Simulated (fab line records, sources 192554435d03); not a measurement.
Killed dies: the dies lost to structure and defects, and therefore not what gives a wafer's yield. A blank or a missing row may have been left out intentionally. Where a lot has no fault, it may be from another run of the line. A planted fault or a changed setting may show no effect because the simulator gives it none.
fab line records	flow n5Finfet
record lots=7	wafers=39
route steps=1938 shown BEOL_M10@1512 BEOL_M11@1573 BEOL_M14@1763 TV_OPEN@1890
startH: hours from the record's opening day to when the first of the lot's shown wafers began	waitH: hours elapsed since this lot's preceding step	" same as the row above	L1.1+2: one row covering several wafers at once	- no value present, or no start provided	* or withheld: withheld	< > ~ a bound
route shown NAME@n: a module of which the file shows steps, and the number in the route of the first	usual: the fault-free wafers' mean and standard deviation	same: alike in all rows	chamber/n: place in a boat	sites: per-site readings	_std_site: the values' standard deviation	_edge_site: outer sites' mean less inner sites'	radiusMm: how far each site lies from the wafer's centre	mask NAME#n: copy n	behind: the most recent tool/chamber to have shaped the wafer	hold: why the lot went on hold/how many hours it stayed there/how the hold came to an end	device: the n, p or np transistor that did not switch	end of line: tests of these same wafers at the route's end	for a step that has no rows: nothing shown but its recipe	killed: not the wafer's yield, but the dies lost to structure and defects at the first sort	map: per-die view of a wafer (x killed, . not killed, _ where there is no die)
set.NAME: the setting that was run; set.NAME@STEP: the one run at that earlier step	model.NAME: the simulator's own value behind a step, which no gauge read
one table per step and one row per wafer, for lots whose settings were changed on purpose
## steps
# step N5_BEOL_M10_TRENCH_ETCH_37
# recipe chemistry=C4F6/O2	targetDepthA=1488.3	target=SiCOH_lowk	timeS=48	ionEnergyEv=250	pressureMtorr=30	sourceW=345	biasW=185	Ar_flow_sccm=300	C4F6_flow_sccm=10	O2_flow_sccm=10
lot.wafer	tool	chamber	startH	waitH	set.targetDepthA	model.etch.depthNm	model.BEOL_M10.featureDepthNm	model.TiN_of_BEOL_M10_HM_DEP_02.thkNm
L074.1	rieDiel-05	1	-	-	929.6	93.05	93	17.6
L074.2	"	3	"	"	929.6	88.64	88.6	17.8
L074.3	"	2	"	"	1488.3	147.4	147.4	16.2
L074.4	"	2	"	"	1488.3	147	147	16
L074.5	"	3	"	"	1488.3	143.9	143.8	16
L074.6	"	1	"	"	929.6	92.32	92.4	17.6
L078.1	rieDiel-05	1	-	-	1488.3	147.4	147.4	16
L078.2+5	"	2	"	"	1488.3	145.2	145.2	16
L078.3	"	0	"	"	1488.3	150.9	150.8	16
L078.4	"	0	"	"	1488.3	151.9	152	15.8
L078.6	"	1	"	"	1488.3	146.9	146.8	16.2
L082.2	rieDiel-04	2	-	-	1488.3	152	152	15.6
L082.4	"	0	"	"	1488.3	142.3	142.4	15.8
L082.5	"	0	"	"	1488.3	142.6	142.6	16
L087.1	rieDiel-06	2	-	-	1488.3	150.5	150.4	15.8
L087.2	"	1	"	"	1488.3	149.8	149.8	16
L087.3	"	3	"	"	1488.3	154	154	15.6
L087.4	"	0	"	"	1488.3	148.3	148.4	16.2
L087.5	"	3	"	"	1488.3	153.7	153.6	15.8
L087.6	"	0	"	"	1488.3	148.3	148.2	15.8
L091.1	rieDiel-04	1	-	-	1488.3	146.6	146.6	16
L091.2	"	2	"	"	1733	172.9	173	15
L091.3	"	0	"	"	1733	169	169	15
L091.4	"	3	"	"	1488.3	147.2	147.2	15.6
L091.5	"	3	"	"	1488.3	148.1	148.2	15.8
L091.6	"	2	"	"	1733	173.9	174	15
L093.1	rieDiel-06	3	-	-	1488.3	154.8	154.8	15.4
L093.2	"	2	"	"	1488.3	149.3	149.4	15.8
L093.3	"	0	"	"	1488.3	147.5	147.6	15.6
L093.4	"	0	"	"	1488.3	147.5	147.4	15.8
L093.5	"	3	"	"	1488.3	153.3	153.2	15.8
L093.6	"	2	"	"	1488.3	150.9	150.8	15.6
L095.1	rieDiel-06	2	-	-	2009	199.6	199.6	14.8
L095.2	"	0	"	"	2009	196.4	196.4	15
L095.3	"	3	"	"	1488.3	150.1	150	16
L095.4	"	1	"	"	2009	200.1	200.2	14.6
L095.5	"	3	"	"	1488.3	151.1	151	16
L095.6	"	2	"	"	1488.3	147.3	147.2	16.2
# step N5_BEOL_M10_ETCH_41
# recipe chemistry=CH3F/O2	target=SiCN	targetDepthA=426	taperDeg=2	timeS=86	ionEnergyEv=120	maskMaterial=TiN	pressureMtorr=30	sourceW=395	biasW=75	Ar_flow_sccm=150	CH3F_flow_sccm=30	O2_flow_sccm=20
# step N5_BEOL_M10_STRIP_77
# recipe chemistry=N2/H2	timeS=10	powerW=450	tempC=40	pressureMtorr=20	rfFrequencyHz=6e+07	biasPowerW=7	n2FlowSccm=200	h2FlowSccm=200
# step N5_BEOL_M10_OCD_MEAS_38
# usual trenchDepthNm=147.8/2.6
lot.wafer	tool	chamber	startH	waitH	set.targetDepthA@BEOL_M10_TRENCH_ETCH_37	trenchDepthNm
L074.1	ocd-01	-	216.88	-	929.6	93.0
L074.2	"	-	"	"	929.6	88.7
L074.3	"	-	"	"	1488.3	147.0
L074.4	"	-	"	"	1488.3	147.0
L074.5	"	-	"	"	1488.3	144.1
L074.6	"	-	"	"	929.6	92.6
L078.1	ocd-02	-	244.07	-	1488.3	147.3
L078.2	"	-	"	"	1488.3	145.1
L078.3	"	-	"	"	1488.3	151.1
L078.4	"	-	"	"	1488.3	151.7
L078.5	"	-	"	"	1488.3	145.6
L078.6	"	-	"	"	1488.3	146.9
L082.2	ocd-01	-	251.75	-	1488.3	151.3
L082.4	"	-	"	"	1488.3	142.6
L082.5	"	-	"	"	1488.3	142.5
L087.1	ocd-01	-	289.82	-	1488.3	150.5
L087.2	"	-	"	"	1488.3	149.4
L087.3	"	-	"	"	1488.3	154.1
L087.4	"	-	"	"	1488.3	149.2
L087.5	"	-	"	"	1488.3	153.0
L087.6	"	-	"	"	1488.3	148.5
L091.1	ocd-01	-	310.47	-	1488.3	146.8
L091.2	"	-	"	"	1733	172.3
L091.3	"	-	"	"	1733	169.0
L091.4	"	-	"	"	1488.3	147.2
L091.5	"	-	"	"	1488.3	148.4
L091.6	"	-	"	"	1733	174.1
L093.1	ocd-01	-	331.79	-	1488.3	-
L093.2	"	-	"	"	1488.3	-
L093.3	"	-	"	"	1488.3	147.2
L093.4	"	-	"	"	1488.3	-
L093.5	"	-	"	"	1488.3	153.2
L093.6	"	-	"	"	1488.3	151.2
L095.1	ocd-01	-	346.09	-	2009	199.4
L095.2	"	-	"	"	2009	196.3
L095.3	"	-	"	"	1488.3	149.5
L095.4	"	-	"	"	2009	200.0
L095.5	"	-	"	"	1488.3	151.6
L095.6	"	-	"	"	1488.3	147.4
# step N5_BEOL_M10_HM_STRIP_39
# recipe chemistry=peroxideTinStrip	material=TiN	targetDepthA=250	tempC=50	timeS=158
# step N5_BEOL_M10_SRD_40
# recipe timeS=30	tempC=23	rinseLiquid=diw	dry=ipaMarangoni
# step N5_BEOL_M10_ECD_50
# recipe material=Cu	targetThkA=3180
# step N5_BEOL_M10_ANNEAL_51
# recipe tempC=225	timeS=90	ambient=N2
# step N5_BEOL_M10_CMP_52
# recipe stopOn=SiCOH_lowk	tOverpolishS=7	downForcePsi=1	platenRpm=50	clearingPlatenDownForcePsi=1.5	clearingPlatenRpm=50	postCmpClean=cuAlkaline	targetThkNm=140	clearingPlatenPadVelocityMS=0.99484	padVelocityMS=0.99484
lot.wafer	tool	chamber	startH	waitH	set.targetDepthA@BEOL_M10_TRENCH_ETCH_37	model.Cu_of_BEOL_M10_ECD_50.thkNm
L074.4	cmp-01	3	219.48	0.1	1488.3	136.6
L074.1	"	0	"	"	929.6	84
L074.2	"	1	"	"	929.6	79.2
L074.3	"	2	"	"	1488.3	136.8
L074.6	"	3	"	"	929.6	81.6
L074.5	"	0	"	"	1488.3	134.6
L078.1	cmp-01	2	245.80	0.3	1488.3	136.8
L078.4	"	3	"	"	1488.3	140.6
L078.2	"	0	"	"	1488.3	135.2
L078.3	"	1	"	"	1488.3	141.2
L078.5	"	2	"	"	1488.3	134.8
L078.6	"	3	"	"	1488.3	134.6
L082.4	cmp-01	2	255.06	0.1	1488.3	133.2
L082.2	"	0	"	"	1488.3	143.4
L082.5	"	2	"	"	1488.3	134.6
L087.2	cmp-02	2	292.08	0.2	1488.3	138.6
L087.4	"	3	"	"	1488.3	139.8
L087.1	"	0	"	"	1488.3	141.4
L087.3	"	1	"	"	1488.3	143.2
L087.6	"	2	"	"	1488.3	136.8
L087.5	"	3	"	"	1488.3	145.4
L091.3	cmp-04	1	312.67	0.2	1733	162.4
L091.2	"	2	"	"	1733	166.2
L091.4	"	3	"	"	1488.3	140.2
L091.1	"	0	"	"	1488.3	139.2
L091.5	"	1	"	"	1488.3	140.6
L091.6	"	2	"	"	1733	167.2
L093.1	cmp-01	0	336.15	0.3	1488.3	147.2
L093.2	"	1	"	"	1488.3	140.8
L093.3	"	2	"	"	1488.3	139.8
L093.4	"	3	"	"	1488.3	137.2
L093.5	"	0	"	"	1488.3	145.2
L093.6	"	1	"	"	1488.3	143.2
L095.1	cmp-04	1	353.00	0.5	2009	190.4
L095.3	"	2	"	"	1488.3	142.6
L095.2	"	3	"	"	2009	189.6
L095.4	"	0	"	"	2009	190.8
L095.6	"	1	"	"	1488.3	138.2
L095.5	"	2	"	"	1488.3	142.8
# step N5_BEOL_M10_THK_MEAS_53
# recipe thkMeasGauge=xrf	reads=Cu_of_BEOL_M10_ECD_50
# usual M10_THK=137.8/3
lot.wafer	tool	chamber	startH	waitH	set.targetDepthA@BEOL_M10_TRENCH_ETCH_37	M10_THK[nm]
L074.1	filmMetro-01	-	219.77	-	929.6	83.6
L074.2	"	-	"	"	929.6	78.2
L074.3	"	-	"	"	1488.3	135.9
L074.4	"	-	"	"	1488.3	135.0
L074.5	"	-	"	"	1488.3	133.3
L074.6	"	-	"	"	929.6	80.9
L078.1	filmMetro-02	-	246.09	-	1488.3	134.5
L078.2	"	-	"	"	1488.3	134.0
L078.3	"	-	"	"	1488.3	139.4
L078.4	"	-	"	"	1488.3	138.8
L078.5	"	-	"	"	1488.3	133.7
L078.6	"	-	"	"	1488.3	132.7
L082.2	filmMetro-02	-	255.36	-	1488.3	142.5
L082.4	"	-	"	"	1488.3	132.7
L082.5	"	-	"	"	1488.3	133.2
L087.1	filmMetro-01	-	292.37	-	1488.3	141.7
L087.2	"	-	"	"	1488.3	138.9
L087.3	"	-	"	"	1488.3	143.5
L087.4	"	-	"	"	1488.3	140.1
L087.5	"	-	"	"	1488.3	145.6
L087.6	"	-	"	"	1488.3	137.3
L091.1	filmMetro-02	-	312.96	-	1488.3	136.8
L091.2	"	-	"	"	1733	163.3
L091.3	"	-	"	"	1733	159.3
L091.4	"	-	"	"	1488.3	137.5
L091.5	"	-	"	"	1488.3	138.1
L091.6	"	-	"	"	1733	163.7
L093.1	filmMetro-02	-	336.44	-	1488.3	-
L093.2	"	-	"	"	1488.3	-
L093.3	"	-	"	"	1488.3	137.5
L093.4	"	-	"	"	1488.3	-
L093.5	"	-	"	"	1488.3	142.9
L093.6	"	-	"	"	1488.3	140.3
L095.1	filmMetro-02	-	353.29	-	2009	189.0
L095.2	"	-	"	"	2009	188.2
L095.3	"	-	"	"	1488.3	141.8
L095.4	"	-	"	"	2009	190.6
L095.5	"	-	"	"	1488.3	142.0
L095.6	"	-	"	"	1488.3	136.8
# step N5_BEOL_M10_PRE_CLEAN_55
# recipe gas=NH3	timeS=15	tempC=withheld	rfPowerW=300
# step N5_BEOL_M10_DEP_56
# recipe material=SiCN	targetThkA=150	tempC=withheld	precursor=3MS/NH3	pressureTorr=3	rfW=202	timeS=26.5
# step N5_BEOL_M10_RS_MEAS_57
# recipe thkMeasGauge=four-point-probe	reads=Cu_of_BEOL_M10_ECD_50+Co_of_BEOL_M10_CVD_75+TaN_of_BEOL_M10_ALD_74
# usual M10_RS=0.152/0.0037
lot.wafer	tool	chamber	startH	waitH	set.targetDepthA@BEOL_M10_TRENCH_ETCH_37	M10_RS[ohm/sq]
L074.1	filmMetro-01	-	219.91	0.1	929.6	0.269
L074.2	"	-	"	"	929.6	0.289
L074.3	"	-	"	"	1488.3	0.155
L074.4	"	-	"	"	1488.3	0.155
L074.5	"	-	"	"	1488.3	0.158
L074.6	"	-	"	"	929.6	0.279
L078.1	filmMetro-02	-	246.23	0.1	1488.3	0.155
L078.2	"	-	"	"	1488.3	0.157
L078.3	"	-	"	"	1488.3	0.150
L078.4	"	-	"	"	1488.3	0.151
L078.5	"	-	"	"	1488.3	0.158
L078.6	"	-	"	"	1488.3	0.158
L082.2	filmMetro-01	-	255.49	0.1	1488.3	0.147
L082.4	"	-	"	"	1488.3	0.160
L082.5	"	-	"	"	1488.3	0.158
L087.1	filmMetro-02	-	292.52	0.1	1488.3	0.149
L087.2	"	-	"	"	1488.3	0.153
L087.3	"	-	"	"	1488.3	0.148
L087.4	"	-	"	"	1488.3	0.151
L087.5	"	-	"	"	1488.3	0.145
L087.6	"	-	"	"	1488.3	0.155
L091.1	filmMetro-02	-	313.10	0.1	1488.3	0.152
L091.2	"	-	"	"	1733	0.125
L091.3	"	-	"	"	1733	0.128
L091.4	"	-	"	"	1488.3	0.151
L091.5	"	-	"	"	1488.3	0.150
L091.6	"	-	"	"	1733	0.124
L093.1	filmMetro-02	-	336.61	0.1	1488.3	-
L093.2	"	-	"	"	1488.3	-
L093.3	"	-	"	"	1488.3	0.151
L093.4	"	-	"	"	1488.3	-
L093.5	"	-	"	"	1488.3	0.145
L093.6	"	-	"	"	1488.3	0.147
L095.1	filmMetro-01	-	353.44	0.1	2009	0.108
L095.2	"	-	"	"	2009	0.108
L095.3	"	-	"	"	1488.3	0.148
L095.4	"	-	"	"	2009	0.108
L095.5	"	-	"	"	1488.3	0.148
L095.6	"	-	"	"	1488.3	0.153
# step N5_BEOL_M11_ETCH_66
# recipe chemistry=N2/H2	target=SOC	targetDepthA=1200	overetchA=240	maskMaterial=SiARC	tempC=40	timeS=180	ionEnergyEv=200	pressureMtorr=30	sourceW=840	biasW=150	n2FlowSccm=200	h2FlowSccm=200
lot.wafer	tool	chamber	startH	waitH	set.timeS	model.SiARC_of_BEOL_M11_COAT_64.thkNm
L074.1+2+5	rieDiel-01	2,0,0	224.34	0.0	109.6	25.4
L074.3+4+6	"	1,3,1	"	"	180	22.6
L078.1+5+6	rieDiel-02	0,1,0	250.87	0.0	180	22.8
L078.2	"	1	"	"	180	22.6
L078.3+4	"	3	"	"	180	23
L082.2+4+5	rieDiel-02	3	259.94	0.2	180	23
L087.1	rieDiel-03	3	296.94	0.0	243.1	20
L087.2	"	0	"	"	180	23
L087.3+5	"	1	"	"	243.1	20.6
L087.4+6	"	2	"	"	180	22.8
L091.1+3+5	rieDiel-03	2,1,2	320.35	0.0	241.4	20.6
L091.2	"	0	"	"	180	23
L091.4+6	"	3	"	"	180	22.6
L093.1	rieDiel-03	1	341.45	0.0	180	23.2
L093.2	"	2	"	"	209.1	21.6
L093.3	"	0	"	"	209.1	21.8
L093.4	"	3	"	"	209.1	21.4
L093.5	"	3	"	"	180	22.6
L093.6	"	2	"	"	180	22.8
L095.1+5	rieDiel-02	2	362.47	0.0	235.7	20.6
L095.2	"	1	"	"	180	22.6
L095.3+6	"	3	"	"	180	22.8
L095.4	"	1	"	"	235.7	20.4
# step N5_BEOL_M14_SPUTTER_44
# recipe material=Ta	targetThkA=150	tempC=50	biasV=80	powerW=15000	chamberPressurePa=0.07	timeS=24.19
lot.wafer	tool	chamber	startH	waitH	set.targetThkA	model.Ta_of_BEOL_M14_SPUTTER_44.thkNm
L074.1	pvdSputter-02	-	244.68	0.0	224.9	22.4
L074.2+4+5	"	-	"	"	150	14.8
L074.3+6	"	-	"	"	224.9	22.6
L078.1+6	pvdSputter-02	-	275.57	0.0	73.74	7.8
L078.2	"	-	"	"	150	15
L078.3	"	-	"	"	150	15.2
L078.4	"	-	"	"	73.74	7.6
L078.5	"	-	"	"	150	15.4
L082.2	pvdSputter-01	-	284.03	0.0	150	15
L082.4+5	"	-	"	"	150	15.2
L087.1+2	pvdSputter-03	-	322.05	0.0	150	14.6
L087.3	"	-	"	"	150	15
L087.4	"	-	"	"	208.1	20.8
L087.5	"	-	"	"	208.1	20.6
L087.6	"	-	"	"	208.1	20.4
L091.1+5+6	pvdSputter-03	-	344.67	0.0	150	15
L091.2	"	-	"	"	180.1	18.2
L091.3+4	"	-	"	"	180.1	18
L093.1+3+4	pvdSputter-01	-	367.83	0.0	150	15
L093.2	"	-	"	"	197.9	19.6
L093.5+6	"	-	"	"	197.9	19.8
L095.1+3+4+5	pvdSputter-02	-	383.64	0.0	150	14.6
L095.2	"	-	"	"	150	15
L095.6	"	-	"	"	150	14.8
# step N5_BEOL_M14_SPUTTER_45
# recipe material=Cu	targetThkA=1000	tempC=-20	biasV=60	powerW=26000	chamberPressurePa=0.13	timeS=16.67
# step N5_BEOL_M14_ECD_47
# recipe material=Cu	targetThkA=12480
# step N5_BEOL_M14_ANNEAL_48
# recipe tempC=225	timeS=90	ambient=N2
# step N5_BEOL_M14_CMP_49
# recipe stopOn=SiO2	tOverpolishS=5.2	downForcePsi=2	platenRpm=80	clearingPlatenDownForcePsi=2	clearingPlatenRpm=80	postCmpClean=cuAlkaline	targetThkNm=560	clearingPlatenPadVelocityMS=1.5917	padVelocityMS=1.5917
# usual barrierFieldEndpointS=11.39/0.26
lot.wafer	tool	chamber	startH	waitH	set.targetThkA@BEOL_M14_SPUTTER_44	barrierFieldEndpointS
L074.4	cmp-04	1	245.40	0.1	150	11.41
L074.1	"	2	"	"	224.9	14.45
L074.2	"	3	"	"	150	11.17
L074.3	"	0	"	"	224.9	14.11
L074.6	"	1	"	"	224.9	13.90
L074.5	"	2	"	"	150	11.09
L078.2	cmp-02	2	276.27	0.2	150	10.80
L078.1	"	3	"	"	73.74	8.80
L078.4	"	0	"	"	73.74	8.73
L078.3	"	1	"	"	150	11.36
L078.6	"	2	"	"	73.74	8.42
L078.5	"	3	"	"	150	11.72
L082.4	cmp-01	2	285.03	0.2	150	11.19
L082.2	"	3	"	"	150	11.22
L082.5	"	0	"	"	150	11.33
L087.1	cmp-04	1	322.73	0.3	150	11.12
L087.3	"	2	"	"	150	11.71
L087.4	"	3	"	"	208.1	14.03
L087.2	"	0	"	"	150	11.11
L087.6	"	1	"	"	208.1	13.27
L087.5	"	2	"	"	208.1	13.92
L091.3	cmp-04	1	348.30	0.2	180.1	12.48
L091.1	"	2	"	"	150	11.68
L091.4	"	3	"	"	180.1	12.77
L091.2	"	0	"	"	180.1	12.62
L091.6	"	1	"	"	150	11.35
L091.5	"	2	"	"	150	11.72
L093.4	cmp-04	0	368.93	0.1	150	11.42
L093.3	"	1	"	"	150	11.34
L093.2	"	2	"	"	197.9	13.13
L093.1	"	3	"	"	150	11.45
L093.6	"	0	"	"	197.9	13.12
L093.5	"	1	"	"	197.9	13.28
L095.1	cmp-04	1	384.33	0.3	150	11.21
L095.2	"	2	"	"	150	11.35
L095.4	"	3	"	"	150	11.27
L095.3	"	0	"	"	150	11.28
L095.6	"	1	"	"	150	11.22
L095.5	"	2	"	"	150	11.35
# step N5_PASSIVATION_ETCH_15
# recipe chemistry=CF4/N2	target=SiCN	targetDepthA=750	taperDeg=2	timeS=81.2	ionEnergyEv=150	maskMaterial=SiNx	pressureMtorr=40	sourceW=430	biasW=70	Ar_flow_sccm=100	cf4FlowSccm=60	n2FlowSccm=60
lot.wafer	tool	chamber	startH	waitH	set.targetDepthA	model.etch.depthNm
L074.1	rieDiel-01	0	-	-	1091	98.59
L074.2	"	2	"	"	750	63.87
L074.3	"	1	"	"	750	65.07
L074.4	"	3	"	"	1091	94.36
L074.5	"	0	"	"	1091	98.17
L074.6	"	3	"	"	750	64.24
L078.1	rieDiel-03	1	-	-	750	62.8
L078.2	"	0	"	"	750	63.2
L078.3	"	2	"	"	750	63.3
L078.4	"	1	"	"	750	62.53
L078.5	"	0	"	"	750	62.61
L078.6	"	2	"	"	750	63.64
L082.2	rieDiel-03	1	-	-	750	62.97
L082.4	"	0	"	"	750	62.8
L082.5	"	2	"	"	750	63.71
L087.1	rieDiel-01	0	-	-	340.9	30.66
L087.2	"	3	"	"	340.9	29.42
L087.3	"	2	"	"	750	62.8
L087.4	"	1	"	"	750	64.7
L087.5	"	0	"	"	340.9	30.73
L087.6	"	3	"	"	750	64.75
L091.1	rieDiel-02	2	-	-	750	66.05
L091.2	"	1	"	"	750	64.64
L091.3	"	3	"	"	750	65
L091.4	"	1	"	"	501.3	43
L091.5	"	2	"	"	501.3	44.21
L091.6	"	3	"	"	501.3	43.25
L093.1	rieDiel-01	0	-	-	750	67.2
L093.2	"	1	"	"	750	64.85
L093.3	"	2	"	"	750	62.65
L093.4	"	1	"	"	750	65.1
L093.5	"	0	"	"	750	66.85
L093.6	"	2	"	"	750	62.19
L095.1	rieDiel-01	0	-	-	452.1	40.4
L095.2	"	3	"	"	452.1	39.96
L095.3	"	1	"	"	750	65.45
L095.4	"	1	"	"	750	65.47
L095.5	"	3	"	"	750	66.03
L095.6	"	0	"	"	452.1	40.58
## key
split step=N5_BEOL_M10_TRENCH_ETCH_37	setting=targetDepthA	stated=1488.3	by=wafer
response step=N5_BEOL_M10_TRENCH_ETCH_37	reading=model.etch.depthNm	change=+1.44	per=1%	r=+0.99
response step=N5_BEOL_M10_TRENCH_ETCH_37	reading=model.BEOL_M10.featureDepthNm	change=+1.44	per=1%	r=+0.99
response step=N5_BEOL_M10_TRENCH_ETCH_37	reading=model.TiN_of_BEOL_M10_HM_DEP_02.thkNm	change=-0.0405	per=1%	r=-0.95
response step=N5_BEOL_M10_OCD_MEAS_38	reading=trenchDepthNm	change=+1.43	per=1%	r=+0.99
response step=N5_BEOL_M10_CMP_52	reading=model.Cu_of_BEOL_M10_ECD_50.thkNm	change=+1.44	per=1%	r=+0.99
response step=N5_BEOL_M10_THK_MEAS_53	reading=M10_THK	change=+1.43	per=1%	r=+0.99
response step=N5_BEOL_M10_RS_MEAS_57	reading=M10_RS	change=-0.00224	per=1%	r=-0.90
split step=N5_BEOL_M11_ETCH_66	setting=timeS	stated=180	by=wafer
response step=N5_BEOL_M11_ETCH_66	reading=model.SiARC_of_BEOL_M11_COAT_64.thkNm	change=-0.0695	per=1%	r=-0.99
split step=N5_BEOL_M14_SPUTTER_44	setting=targetThkA	stated=150	by=wafer
response step=N5_BEOL_M14_SPUTTER_44	reading=model.Ta_of_BEOL_M14_SPUTTER_44.thkNm	change=+0.151	per=1%	r=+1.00
response step=N5_BEOL_M14_CMP_49	reading=barrierFieldEndpointS	change=+0.0565	per=1%	r=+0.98
split step=N5_PASSIVATION_ETCH_15	setting=targetDepthA	stated=750	by=wafer
response step=N5_PASSIVATION_ETCH_15	reading=model.etch.depthNm	change=+0.655	per=1%	r=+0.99
